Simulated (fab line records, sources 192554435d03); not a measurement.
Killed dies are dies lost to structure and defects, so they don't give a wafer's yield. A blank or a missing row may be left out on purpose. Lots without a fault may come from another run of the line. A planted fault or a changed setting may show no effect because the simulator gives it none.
Which tool did it? | flow n5_finfet | 10 lots, 30 wafers sampled, at 6 steps of a route of 1938

WHAT THE GAUGES READ, wafer by wafer
N5_BEOL_M2_OCD_MEAS_38.
lot  | measured     | on     | trench_depth_nm (nm)
L790 | day 8 04:54  | ocd-02 | 56.1 53.4 56.6
L795 | day 9 12:46  | ocd-02 | 56.6 54.0 54.3
L799 | day 10 15:10 | ocd-02 | - - -
L800 | day 10 15:22 | ocd-02 | - - -
L802 | day 10 23:50 | ocd-01 | 54.8 55.4 55.3
L803 | day 11 18:57 | ocd-02 | 55.9 56.7 56.5
L804 | day 11 22:25 | ocd-01 | 56.5 55.6 54.1
L805 | day 12 01:50 | ocd-02 | 55.2 56.3 56.4
L806 | day 12 14:42 | ocd-02 | 56.6 56.6 56.2
L808 | day 12 23:22 | ocd-02 | 55.5 55.3 53.8

N5_BEOL_M4_RC_MEAS_101.
lot  | measured     | on        | DIBL_N (mV/V)  | DIBL_P (mV/V)  | IOFF_N (nA/um) | IOFF_P (nA/um) | ION_N (uA/um) | ION_P (uA/um) | SS_N (mV/dec)  | SS_P (mV/dec)  | VT_N (mV)   | VT_P (mV)
L790 | day 9 22:53  | prober-02 | 35.2 36.6 34.1 | 35.6 37.7 34.7 | 0.13 0.16 0.12 | 0.18 0.22 0.16 | 658 671 672   | 448 462 462   | 72.0 72.2 71.5 | 73.5 73.9 73.3 | 252 248 252 | -258 -254 -255
L795 | day 10 22:18 | prober-01 | 36.8 37.4 38.1 | 36.0 37.1 37.7 | 0.13 0.16 0.18 | 0.19 0.21 0.24 | 653 679 680   | 450 465 473   | 72.2 71.1 72.2 | 72.7 73.3 73.7 | 256 248 249 | -252 -253 -250
L802 | day 12 05:52 | prober-01 | 37.3 36.9 38.6 | 38.5 37.9 39.0 | 0.21 0.20 0.22 | 0.24 0.23 0.24 | 689 689 691   | 464 468 463   | 72.4 71.9 71.9 | 74.3 74.2 74.4 | 245 244 246 | -249 -251 -250
L803 | day 12 20:40 | prober-02 | 36.1 42.1 37.3 | 35.7 43.3 37.6 | 0.13 0.29 0.16 | 0.20 0.37 0.25 | 661 712 677   | 461 481 469   | 70.1 71.9 70.5 | 73.6 74.9 74.3 | 252 239 250 | -250 -239 -246
L804 | day 13 02:40 | prober-01 | 38.3 38.3 37.5 | 40.2 39.0 37.9 | 0.22 0.20 0.18 | 0.28 0.26 0.24 | 679 685 678   | 470 476 464   | 72.5 72.2 72.2 | 74.3 73.0 73.7 | 247 246 248 | -245 -246 -247
L805 | day 13 04:31 | prober-01 | 36.6 37.2 38.2 | 37.1 37.5 39.3 | 0.16 0.16 0.21 | 0.25 0.26 0.30 | 684 673 702   | 476 470 484   | 71.8 71.3 71.5 | 72.6 73.7 73.6 | 248 251 244 | -247 -247 -246
L806 | day 13 15:16 | prober-01 | 36.2 34.7 34.8 | 34.7 33.7 33.1 | 0.17 0.14 0.15 | 0.22 0.20 0.19 | 680 669 662   | 459 466 458   | 71.8 71.2 71.2 | 73.0 72.9 71.8 | 247 249 250 | -251 -251 -250
L808 | day 14 09:07 | prober-02 | 35.7 35.4 35.6 | 35.5 35.8 36.1 | 0.13 0.13 0.14 | 0.15 0.15 0.15 | 676 678 675   | 456 464 452   | 70.6 70.6 71.2 | 73.4 72.5 73.0 | 250 254 249 | -258 -259 -256

WHICH TOOL RAN EACH LOT (tool, then ch and the chambers of the sampled wafers, then the start)
lot  | N5_BEOL_M1_SPUTTER_88        | N5_BEOL_M1_ANNEAL_95         | N5_BEOL_M1_SPUTTER_96        | N5_BEOL_M2_ILD_DEP_00
L790 | pvd_sputter-02, day 7 20:15  | pvd_sputter-02, day 7 20:59  | pvd_sputter-02, day 7 21:08  | pecvd-02 ch 0,1,2, day 7 22:14
L795 | pvd_sputter-01, day 9 02:39  | pvd_sputter-01, day 9 03:23  | pvd_sputter-01, day 9 03:32  | pecvd-01 ch 1,2, day 9 05:13
L799 | pvd_sputter-03, day 10 01:19 | pvd_sputter-03, day 10 02:03 | pvd_sputter-03, day 10 02:11 | pecvd-01 ch 0,1, day 10 06:23
L800 | pvd_sputter-03, day 10 06:53 | pvd_sputter-03, day 10 07:38 | pvd_sputter-03, day 10 07:46 | pecvd-01 ch 0,2, day 10 10:07
L802 | pvd_sputter-03, day 10 15:07 | pvd_sputter-03, day 10 15:51 | pvd_sputter-03, day 10 15:59 | pecvd-02 ch 0,2, day 10 20:23
L803 | pvd_sputter-03, day 11 05:50 | pvd_sputter-03, day 11 06:35 | pvd_sputter-03, day 11 06:43 | pecvd-02 ch 0,1, day 11 07:50
L804 | pvd_sputter-01, day 11 06:56 | pvd_sputter-01, day 11 07:40 | pvd_sputter-01, day 11 07:49 | pecvd-04 ch 1,2, day 11 08:57
L805 | pvd_sputter-03, day 11 12:12 | pvd_sputter-03, day 11 12:56 | pvd_sputter-03, day 11 13:05 | pecvd-02 ch 0,1, day 11 14:12
L806 | pvd_sputter-02, day 12 07:30 | pvd_sputter-02, day 12 08:14 | pvd_sputter-02, day 12 08:23 | pecvd-04 ch 0,2, day 12 09:29
L808 | pvd_sputter-03, day 12 13:20 | pvd_sputter-03, day 12 14:04 | pvd_sputter-03, day 12 14:13 | pecvd-01 ch 0,1,2, day 12 15:20
- N5_BEOL_M1_SPUTTER_88: material Cu, target thk 4.5 nm, time 8.29 s.
- N5_BEOL_M1_ANNEAL_95: time 240 s.
- N5_BEOL_M1_SPUTTER_96: material Cu, target thk 4.5 nm, time 8.29 s.
- N5_BEOL_M2_ILD_DEP_00: deposits SiOC from DEMS/O2, target thk 79 nm, time 15.3 s.

WHAT THE TOOLS THEMSELVES READ (means of the sampled wafers that have a number; where no wafer has one, the mark that the record gives instead)
N5_BEOL_M1_SPUTTER_88.
lot  | tool           | throttle_valve_pct (%)
L790 | pvd_sputter-02 | 30.7
L795 | pvd_sputter-01 | 29.4
L799 | pvd_sputter-03 | 30.3
L800 | pvd_sputter-03 | 29.0
L802 | pvd_sputter-03 | 29.3
L803 | pvd_sputter-03 | 30.2
L804 | pvd_sputter-01 | 30.0
L805 | pvd_sputter-03 | 29.4
L806 | pvd_sputter-02 | 29.7
L808 | pvd_sputter-03 | 29.8

N5_BEOL_M1_ANNEAL_95.
lot  | tool           | heater_power_w (W)
L790 | pvd_sputter-02 | 863
L795 | pvd_sputter-01 | 838
L799 | pvd_sputter-03 | 867
L800 | pvd_sputter-03 | 877
L802 | pvd_sputter-03 | 891
L803 | pvd_sputter-03 | 905
L804 | pvd_sputter-01 | 776
L805 | pvd_sputter-03 | 884
L806 | pvd_sputter-02 | 736
L808 | pvd_sputter-03 | 891

N5_BEOL_M1_SPUTTER_96.
lot  | tool           | throttle_valve_pct (%)
L790 | pvd_sputter-02 | 30.9
L795 | pvd_sputter-01 | 29.5
L799 | pvd_sputter-03 | 30.3
L800 | pvd_sputter-03 | 29.2
L802 | pvd_sputter-03 | 29.3
L803 | pvd_sputter-03 | 30.1
L804 | pvd_sputter-01 | 29.9
L805 | pvd_sputter-03 | 29.4
L806 | pvd_sputter-02 | 29.7
L808 | pvd_sputter-03 | 29.7

N5_BEOL_M2_ILD_DEP_00.
lot  | tool     | chamber_pressure_Torr (Torr) | heater_power_outer_w (W) | heater_power_w (W) | showerhead_plenum_p_Torr (Torr) | throttle_valve_pct (%)
L790 | pecvd-02 | 4.998                        | 253                      | 456                | 5.683                           | 12.0
L795 | pecvd-01 | 4.998                        | 262                      | 516                | 5.680                           | 11.4
L799 | pecvd-01 | -                            | -                        | -                  | -                               | -
L800 | pecvd-01 | -                            | -                        | -                  | -                               | -
L802 | pecvd-02 | 5.003                        | 254                      | 449                | 5.691                           | 12.1
L803 | pecvd-02 | 4.995                        | 268                      | 468                | 5.700                           | 12.3
L804 | pecvd-04 | 5.011                        | 217                      | 429                | 5.701                           | 12.0
L805 | pecvd-02 | 5.000                        | 255                      | 447                | 5.696                           | 12.2
L806 | pecvd-04 | 4.988                        | 286                      | 506                | 5.701                           | 11.2
L808 | pecvd-01 | 5.010                        | 252                      | 495                | 5.680                           | 11.1

THE ANSWER, worked out from the rows above alone
Rule: what is usual is taken from the lots themselves. Put in order of their means at a reading, lots are off if they are a third of the lots or fewer, leave a main group of 4 or more, and stand apart from it by a gap of 3 or more times the standard deviation of the main group's means; of several such gaps the widest counts. A main group whose means are all the same, to the digits that the tables above print for the reading, isn't used. A lot without any number at a reading at which 4 lots or more have one is off too. The other lots that the step has rows for count as sound. The gauges are gone through in route order, then the tools' own readings, and for those a lot's mean is taken as printed above. The first step at which some lot is off is used, and at that step the reading that is off furthest; a lot without a number counts as furthest.
Off: L799, L800, at N5_BEOL_M2_OCD_MEAS_38 (trench_depth_nm). Without a number there: L799, L800. The main group: mean 55.6 nm, standard deviation 0.58.
A tool fits if, at a process step before that reading, it ran every lot that is off, and no sound lot after the first of them. The gauges at N5_BEOL_M2_OCD_MEAS_38 aren't tried: what is off there is off at N5_BEOL_M2_ILD_DEP_00 too, on other tools, and a gauge's error can't cause that. None of those tried fits.

WHAT THE SIMULATOR HAD PUT IN
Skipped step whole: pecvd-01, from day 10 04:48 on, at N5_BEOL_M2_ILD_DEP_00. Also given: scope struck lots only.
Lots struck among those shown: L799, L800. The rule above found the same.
